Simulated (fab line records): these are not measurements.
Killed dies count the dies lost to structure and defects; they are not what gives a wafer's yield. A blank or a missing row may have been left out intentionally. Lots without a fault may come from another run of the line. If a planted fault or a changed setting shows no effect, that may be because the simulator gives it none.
A struck lot beside a sound one    flow nand-harc    15 out of 1159 route steps
Sound: these wafers, L109.1, L109.4, L109.6. Wafers L105.3, L105.4, L105.5 were the ones struck. The cause is named last.
For every step that has rows: the tool of each side, followed by ch and its chambers, followed by its first start. Under that, the readings that differ: sound wafers    struck wafers    difference of the means    sigmas: that difference in standard deviations of wafers without a fault.
alike: readings with means less than 2 such deviations apart, plus words and numbers identical on both sides. not compared: withheld readings, readings lacking a value on some wafer, bounds such as >300 that could conceal the same value, and numbers that have no deviation in the record and whose values overlap.
The two part at a step that has a row with sigmas, a row that says differs or no value, or rows on one side only. Non-overlapping numbers with no deviation appear without sigmas and do not part them. Lack of a reading on every wafer of one side parts them only where that side has two or more wafers.

first, 7 steps without rows for these wafers: NHARC_P_ZERO_WELL_HMDS_30 (time 30 s); NHARC_P_ZERO_WELL_COAT_31; NHARC_P_ZERO_WELL_SOFTBAKE_32 (time 95 s); NHARC_P_ZERO_WELL_EBR_33; NHARC_P_ZERO_WELL_EXPOSE_34 (exposes mask P PWELL, target cd 720 nm); NHARC_P_ZERO_WELL_PEB_35 (peb time 85 s); NHARC_P_ZERO_WELL_DEVELOP_36 (time 70 s).
NHARC_P_ZERO_WELL_CD_MEAS_37 targets a cd of 720 nm.
  sound on cd-sem-02 ch 0, day 6 10:14; struck on cd-sem-02 ch 0, day 5 10:14
  alike: cd-nm
then, 1 step without rows for these wafers: NHARC_P_ZERO_WELL_HARDBAKE_38 (time 80 s).
NHARC_P_ZERO_WELL_DESCUM_39: chemistry O2, time 3 s.
  sound on rie-diel-10 ch 0,2, day 6 10:25; struck on rie-diel-02 ch 0,1, day 5 10:23
  alike: drypump-motor-current-A, oes-product-au, rf-vpp-V, showerhead-plenum-p-Torr, throttle-valve-pct
  not compared: rf-hours-counter-h
then, 2 steps without rows for these wafers: NHARC_P_ZERO_WELL_IMPLANT_40; NHARC_P_ZERO_WELL_IMPLANT_59.
NHARC_P_ZERO_WELL_IMPLANT_60:
  sound on implanter-01 ch 0, day 6 10:55; struck on implanter-02, day 5 10:57
  no value came back on the struck wafers for beam-energy-keV, beam-on-s (s), dose-ions-cm2; on the sound wafers beam-energy-keV reads 29.993 29.997 30.000
then, 1 step without rows for these wafers: NHARC_P_ZERO_WELL_STRIP_41 (strips in SPM, time 840 s).
-- record jumps: 18 days between struck wafers' starts before vs after; left off in module P_ZERO_WELL, resumes in module END, first step shown is number 1159 of the route --
NHARC_END_SORT_01:
  sound on prober-02 ch 0, day 24 06:47; struck on prober-01 ch 0, day 23 09:06
reading              sound     struck                                                                difference                    sigmas
hold                 - - -     await-dispo/6.4h/scrap await-dispo/6.4h/scrap await-dispo/6.4h/scrap  no value on the sound wafers  
killed-at-periphery  2 2 3     650 656 650                                                           +650                          +99 or more
killed-dies          17 23 22  677 677 677                                                           +656                          +74
  alike: killed-at-array, killed-at-other, killed-open, killed-short

## WHERE THEY PART
First at NHARC_P_ZERO_WELL_IMPLANT_60; last, within this record, at NHARC_END_SORT_01.

WHY: what had been put in by the simulator
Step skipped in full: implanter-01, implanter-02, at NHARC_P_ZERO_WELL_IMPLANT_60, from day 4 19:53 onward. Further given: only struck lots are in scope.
